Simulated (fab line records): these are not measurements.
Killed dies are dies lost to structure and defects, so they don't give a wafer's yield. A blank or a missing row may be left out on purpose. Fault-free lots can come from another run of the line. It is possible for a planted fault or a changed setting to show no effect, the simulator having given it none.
A lot that was struck, set against a sound lot :: flow n5_finfet :: 38 out of 1938 route steps
Sound: wafers L990.1, L990.4, L990.5. The struck wafers were L988.1, L988.2, L988.4. Last of all comes the cause.
At each step with rows: each side's tool, then ch and its chambers, then its first start. Under that, the readings that differ: sound wafers :: struck wafers :: difference of the means :: sigmas: that difference in standard deviations of wafers without a fault.
alike: readings with means less than 2 such deviations apart, plus words and numbers identical on both sides. not compared: withheld readings, readings lacking a value on some wafer, bounds such as >300 that could conceal the same value, and numbers that have no deviation in the record and whose values overlap.
A row with sigmas, a row that says differs or no value, or rows on one side alone: a step with any of these is where the two part. Non-overlapping numbers with no deviation appear without sigmas and do not part them. A reading missing from all wafers of one side parts the sides only when that side holds two or more wafers.

first, 9 steps without rows for these wafers: N5_BEOL_M4_ANNEAL_95 (time 240 s); N5_BEOL_M4_SPUTTER_96 (material Cu, target thk 4.5 nm, time 8.29 s); N5_BEOL_M4_ECD_50 (material Cu, target thk 300 nm); N5_BEOL_M4_ANNEAL_51 (time 90 s); N5_BEOL_M4_CMP_52 (polishes, stops on SiOC, t overpolish 6.8 s, target thk 40 nm); N5_BEOL_M4_PRE_CLEAN_60 (time 15 s); N5_BEOL_M4_CO_CAP_55 (material Co, precursor CCTBA/H2, target thk 2 nm, time 102.1 s); N5_BEOL_M4_PRE_CLEAN_56 (time 15 s); N5_BEOL_M4_DEP_57 (deposits SiCN from 3MS/NH3, target thk 8 nm, time 14 s).
N5_BEOL_M4_RC_MEAS_101:
  sound on prober-01 ch 0, day 14 01:27; struck on prober-02 ch 0, day 13 22:44
reading: DIBL_N (mV/V)
sound: 33.5 31.5 32.1
struck: 41.7 37.4 38.4
difference: +6.8
sigmas: +3

reading: DIBL_P (mV/V)
sound: 33 31 31
struck: 42 38 39
difference: +8
sigmas: +2

reading: IOFF_N (nA/um)
sound: 0.12 0.10 0.10
struck: 0.29 0.19 0.21
difference: +0.12
sigmas: +3

reading: ION_N (uA/um)
sound: 649 663 642
struck: 681 692 676
difference: +32
sigmas: +2

reading: SS_P (mV/dec)
sound: 73.2 72.0 72.7
struck: 75.0 74.3 74.8
difference: +2.1
sigmas: +2

reading: VT_N (mV)
sound: 255 255 258
struck: 245 245 247
difference: -10
sigmas: -3
  alike: IOFF_P, ION_P, SS_N, VT_P
then, 24 steps without rows for these wafers: N5_BEOL_M5_ILD_DEP_00 (deposits SiCOH lowk from DEMS/porogen, target thk 140.64 nm, time 25.9 s); N5_BEOL_M5_CURE_79 (cures SiCOH lowk, time 240 s); N5_BEOL_M5_PECVD_70 (deposits SiO2 from TEOS/O2, target thk 16 nm, time 18 s); N5_BEOL_M5_HM_DEP_02 (deposits TiN, target thk 20 nm); N5_BEOL_M5_COAT_59 (time 60 s, resist thk 60 nm); N5_BEOL_M5_COAT_60 (time 60 s, resist thk 12 nm); N5_BEOL_M5_COAT_71 (time 60 s, resist thk 5 nm); N5_BEOL_M5_COAT_05 (resist thk 30 nm); N5_BEOL_M5_EBR_07; N5_BEOL_M5_SOFTBAKE_06 (time 60 s); N5_BEOL_M5_EXPOSE_08 (exposes mask M5, target cd 28 nm); N5_BEOL_M5_PEB_09 (peb time 60 s); N5_BEOL_M5_DEVELOP_10 (develop time 30 s); N5_BEOL_M5_DESCUM_16 (chemistry O2, time 7 s); N5_BEOL_M5_ETCH_72 (etches underlayer in N2/H2, target depth 6.5 nm, time 5.2 s); N5_BEOL_M5_ETCH_61 (etches SiARC in CF4, target depth 15.6 nm, time 26 s); N5_BEOL_M5_ETCH_62 (etches SOC in N2/H2, target depth 75 nm, overetch 15 nm, time 112.5 s); N5_BEOL_M5_STRIP_63 (strips in N2/H2); N5_BEOL_M5_STRIP_73 (strips in N2/H2); N5_BEOL_M5_STRIP_64 (strips in CF4); N5_BEOL_M5_HM_OPEN_17 (chemistry Cl2/BCl3, target TiN, target depth 20 nm, overetch 6 nm); N5_BEOL_M5_STRIP_19 (strips in O2); N5_BEOL_M5_COAT_65 (time 60 s, resist thk 60 nm); N5_BEOL_M5_COAT_66 (time 60 s, resist thk 12 nm).
N5_BEOL_M6_TRENCH_ETCH_37: etches SiCOH lowk in C4F6/O2, target depth 94.435 nm, time 31.5 s.
  sound on rie_diel-01 ch 0,1, day 14 21:29; struck on rie_diel-04 ch 0,1,2, day 14 15:58
  no value came back on the struck wafers for any of 8 readings (C4F6_flow_sccm (sccm), O2_flow_sccm (sccm) and others); on the sound wafers C4F6_flow_sccm (sccm) reads 10.00 9.98 9.99
reading: model.TiN_of_BEOL_M6_HM_DEP_02.thk_nm (nm)
sound: 17.8 17 17.2
struck: 20.4 20 20.2
difference: +2.9
sigmas: 
  not compared: rf_hours_counter_h
N5_BEOL_M6_OCD_MEAS_38:
  sound on ocd-02 at day 14 21:38; struck on ocd-01 at day 14 16:07
reading: trench_depth_nm (nm)
sound: 94.9 95.8 95.0
struck: 0.2 0 0.1
difference: -95.1
sigmas: -43
N5_BEOL_M6_CMP_52: polishes, stops on SiCOH lowk, t overpolish 6.9 s, target thk 80 nm.
  sound on cmp-02 ch 1,3, day 14 23:37; struck on cmp-04 ch 0,1,3, day 14 18:16
reading: model.Cu_of_BEOL_M6_ECD_50.thk_nm (nm)
sound: 82.2 81.2 81
struck: 0 0.2 0
difference: -81
sigmas: 
  alike: motor_current_A, retaining_ring_pressure_frac
-- a jump in the record: the struck wafers' starts before and after are 4 days apart (it breaks off in module BEOL_M6 and resumes in module PASSIVATION, where the first step shown is number 1936 of the route) --
N5_PASSIVATION_PROBE_49:
  sound on prober-02 at day 19 02:55; struck on prober-02 at day 18 22:13
reading: defect_limited_yield (%)
sound: 89.9 92.5 92.3
struck: 0 0 0
difference: -92
sigmas: -57

reading: killed_at_M4_up
sound: 15 19 15
struck: 1076 1075 1069
difference: +1057
sigmas: +99 or more

reading: killed_dies
sound: 119 89 91
struck: 1180 1180 1180
difference: +1080
sigmas: +57

reading: killed_on_rim
sound: 18 7 9
struck: 152 152 152
difference: +141
sigmas: +33

reading: sort_bin_5_function (%)
sound: 6.3 3.8 4.0
struck: 96.0 96.0 95.8
difference: +91.2
sigmas: +91

reading: sort_n_pass
sound: 1061 1091 1086
struck: 0 0 0
difference: -1079
sigmas: -54

reading: sort_yield_pct (%)
sound: 89.9 92.5 92.0
struck: 0 0 0
difference: -91
sigmas: -54
  alike: killed_at_M0_to_M3, killed_at_contacts, killed_at_front_end, killed_at_other, killed_open, killed_short, sort_bin_6_memory, sort_bin_8_speed

## WHERE THEY PART
Last at N5_PASSIVATION_PROBE_49 as far as this record goes, first at N5_BEOL_M4_RC_MEAS_101.

WHY: whatever the simulator had introduced
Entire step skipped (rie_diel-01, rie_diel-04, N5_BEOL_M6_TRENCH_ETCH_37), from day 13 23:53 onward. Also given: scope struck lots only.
